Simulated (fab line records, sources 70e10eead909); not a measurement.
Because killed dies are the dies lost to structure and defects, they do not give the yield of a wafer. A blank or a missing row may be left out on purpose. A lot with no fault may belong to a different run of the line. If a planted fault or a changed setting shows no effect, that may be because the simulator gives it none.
Check of tool commonality :: flow nand-harc :: Sample size 14 lots and 42 wafers

## REASON IT WAS OPENED
Flagged at NHARC_A_CHANNEL_HOLE_D1_CD_MEAS_30: reading cd-nm, on 2 of 14 lots. Fault-free wafers read 90.3 nm, with a standard deviation of 1.5.
Rule: a lot is flagged in two cases, either no wafer of it has a number, or all its wafers with numbers fall more than 4 standard deviations from that mean. All remaining lots are regarded as sound.

lot: L651
measured: day 8 17:57
on: cd-sem-01
cd-nm (nm), wafer by wafer: 87.5 89.4 91.6
flag: 

lot: L652
measured: day 9 13:08
on: cd-sem-02
cd-nm (nm), wafer by wafer: 90.2 91.5 89.5
flag: 

lot: L653
measured: day 9 18:32
on: cd-sem-01
cd-nm (nm), wafer by wafer: 89.8 92.1 90.0
flag: 

lot: L654
measured: day 9 19:49
on: cd-sem-02
cd-nm (nm), wafer by wafer: 91.6 89.1 91.1
flag: 

lot: L655
measured: day 10 12:19
on: cd-sem-01
cd-nm (nm), wafer by wafer: 90.1 92.6 89.2
flag: 

lot: L656
measured: day 10 20:40
on: cd-sem-03
cd-nm (nm), wafer by wafer: 89.0 88.9 90.5
flag: 

lot: L657
measured: day 11 08:25
on: cd-sem-03
cd-nm (nm), wafer by wafer: 92.1 91.3 92.2
flag: 

lot: L659
measured: day 12 02:25
on: cd-sem-02
cd-nm (nm), wafer by wafer: 89.0 88.7 87.0
flag: 

lot: L660
measured: day 12 17:41
on: cd-sem-03
cd-nm (nm), wafer by wafer: 90.7 90.5 88.4
flag: 

lot: L661
measured: day 13 02:01
on: cd-sem-03
cd-nm (nm), wafer by wafer: 87.3 90.5 90.0
flag: 

lot: L664
measured: day 14 05:15
on: cd-sem-03
cd-nm (nm), wafer by wafer: 90.8 89.7 89.7
flag: 

lot: L666
measured: day 14 17:46
on: cd-sem-03
cd-nm (nm), wafer by wafer: 0.0 0.9 0.4
flag: FLAGGED

lot: L668
measured: day 15 10:08
on: cd-sem-01
cd-nm (nm), wafer by wafer: 0.1 -0.2 -0.1
flag: FLAGGED

lot: L667
measured: day 15 12:47
on: cd-sem-03
cd-nm (nm), wafer by wafer: 91.4 89.5 91.0
flag: 
The mean of the flagged lots' numbers is 0.2 nm, -90.1 nm from the usual (-60 standard deviations).

## EACH LOT AND THE TOOL IT RAN ON
The record holds 2 process steps before the reading, out of a route of 1302 steps. In each cell: the tool, then ch and the chambers that the sampled wafers went through, then the start.
lot: L651
flag: 
NHARC_A_CHANNEL_HOLE_D1_DEP_01: pecvd-04 ch 0,1,2, day 8 04:49
NHARC_A_CHANNEL_HOLE_D1_ETCH_25: har-etch-01 ch 0,1, day 8 15:28

lot: L652
flag: 
NHARC_A_CHANNEL_HOLE_D1_DEP_01: pecvd-01 ch 0,1, day 9 01:44
NHARC_A_CHANNEL_HOLE_D1_ETCH_25: har-etch-01 ch 0,1, day 9 10:31

lot: L653
flag: 
NHARC_A_CHANNEL_HOLE_D1_DEP_01: pecvd-03 ch 0,2, day 9 11:04
NHARC_A_CHANNEL_HOLE_D1_ETCH_25: har-etch-02 ch 0,1, day 9 15:55

lot: L654
flag: 
NHARC_A_CHANNEL_HOLE_D1_DEP_01: pecvd-03 ch 0,1,2, day 9 12:16
NHARC_A_CHANNEL_HOLE_D1_ETCH_25: har-etch-01 ch 0,1, day 9 17:29

lot: L655
flag: 
NHARC_A_CHANNEL_HOLE_D1_DEP_01: pecvd-03 ch 1,2, day 10 04:43
NHARC_A_CHANNEL_HOLE_D1_ETCH_25: har-etch-02 ch 0,1, day 10 09:41

lot: L656
flag: 
NHARC_A_CHANNEL_HOLE_D1_DEP_01: pecvd-03 ch 1,2, day 10 11:22
NHARC_A_CHANNEL_HOLE_D1_ETCH_25: har-etch-02 ch 0,1, day 10 18:02

lot: L657
flag: 
NHARC_A_CHANNEL_HOLE_D1_DEP_01: pecvd-03 ch 0,1,2, day 10 23:09
NHARC_A_CHANNEL_HOLE_D1_ETCH_25: har-etch-02 ch 0,1, day 11 05:47

lot: L659
flag: 
NHARC_A_CHANNEL_HOLE_D1_DEP_01: pecvd-03 ch 0,2, day 11 16:38
NHARC_A_CHANNEL_HOLE_D1_ETCH_25: har-etch-01 ch 0,1, day 11 23:48

lot: L660
flag: 
NHARC_A_CHANNEL_HOLE_D1_DEP_01: pecvd-03 ch 0,1,2, day 12 08:13
NHARC_A_CHANNEL_HOLE_D1_ETCH_25: har-etch-02 ch 0,1, day 12 13:16

lot: L661
flag: 
NHARC_A_CHANNEL_HOLE_D1_DEP_01: pecvd-01 ch 0,1,2, day 12 13:52
NHARC_A_CHANNEL_HOLE_D1_ETCH_25: har-etch-02 ch 1, day 12 23:23

lot: L664
flag: 
NHARC_A_CHANNEL_HOLE_D1_DEP_01: pecvd-03 ch 0,2, day 13 19:41
NHARC_A_CHANNEL_HOLE_D1_ETCH_25: har-etch-01 ch 0,1, day 14 02:46

lot: L666
flag: FLAGGED
NHARC_A_CHANNEL_HOLE_D1_DEP_01: pecvd-03 ch 0,1, day 14 09:13
NHARC_A_CHANNEL_HOLE_D1_ETCH_25: har-etch-01 ch 0,1, day 14 15:35

lot: L668
flag: FLAGGED
NHARC_A_CHANNEL_HOLE_D1_DEP_01: pecvd-04 ch 1,2, day 15 01:40
NHARC_A_CHANNEL_HOLE_D1_ETCH_25: har-etch-02 ch 0,1, day 15 07:26

lot: L667
flag: 
NHARC_A_CHANNEL_HOLE_D1_DEP_01: pecvd-03 ch 0,1,2, day 15 01:55
NHARC_A_CHANNEL_HOLE_D1_ETCH_25: har-etch-01 ch 0,1, day 15 10:19
What these steps do:
- NHARC_A_CHANNEL_HOLE_D1_DEP_01: deposits SiON, target thk 140 nm.
- NHARC_A_CHANNEL_HOLE_D1_ETCH_25: etches the open film in C4F8/O2/Ar, time 1040.2 s, target depth 1500 nm.
- NHARC_A_CHANNEL_HOLE_D1_CD_MEAS_30

## FLAGGED OVER TOTAL, TOOL BY TOOL (the gauges that took the reading come last)
step: NHARC_A_CHANNEL_HOLE_D1_DEP_01
tool: pecvd-01
lots run: 2
flagged: 0
share of the flagged lots: none
sound lots run after its first flagged lot: -

step: NHARC_A_CHANNEL_HOLE_D1_DEP_01
tool: pecvd-03
lots run: 10
flagged: 1
share of the flagged lots: some
sound lots run after its first flagged lot: 1 (L667)

step: NHARC_A_CHANNEL_HOLE_D1_DEP_01
tool: pecvd-04
lots run: 2
flagged: 1
share of the flagged lots: some
sound lots run after its first flagged lot: 0

step: NHARC_A_CHANNEL_HOLE_D1_ETCH_25
tool: har-etch-01
lots run: 7
flagged: 1
share of the flagged lots: some
sound lots run after its first flagged lot: 1 (L667)

step: NHARC_A_CHANNEL_HOLE_D1_ETCH_25
tool: har-etch-02
lots run: 7
flagged: 1
share of the flagged lots: some
sound lots run after its first flagged lot: 0

step: NHARC_A_CHANNEL_HOLE_D1_CD_MEAS_30
tool: cd-sem-01
lots run: 4
flagged: 1
share of the flagged lots: some
sound lots run after its first flagged lot: 0

step: NHARC_A_CHANNEL_HOLE_D1_CD_MEAS_30
tool: cd-sem-02
lots run: 3
flagged: 0
share of the flagged lots: none
sound lots run after its first flagged lot: -

step: NHARC_A_CHANNEL_HOLE_D1_CD_MEAS_30
tool: cd-sem-03
lots run: 7
flagged: 1
share of the flagged lots: some
sound lots run after its first flagged lot: 1 (L667)

## THE TABLE: WHAT IT ALLOWS
No row of the table ran every flagged lot.

## WHAT THE SIMULATOR PUT IN
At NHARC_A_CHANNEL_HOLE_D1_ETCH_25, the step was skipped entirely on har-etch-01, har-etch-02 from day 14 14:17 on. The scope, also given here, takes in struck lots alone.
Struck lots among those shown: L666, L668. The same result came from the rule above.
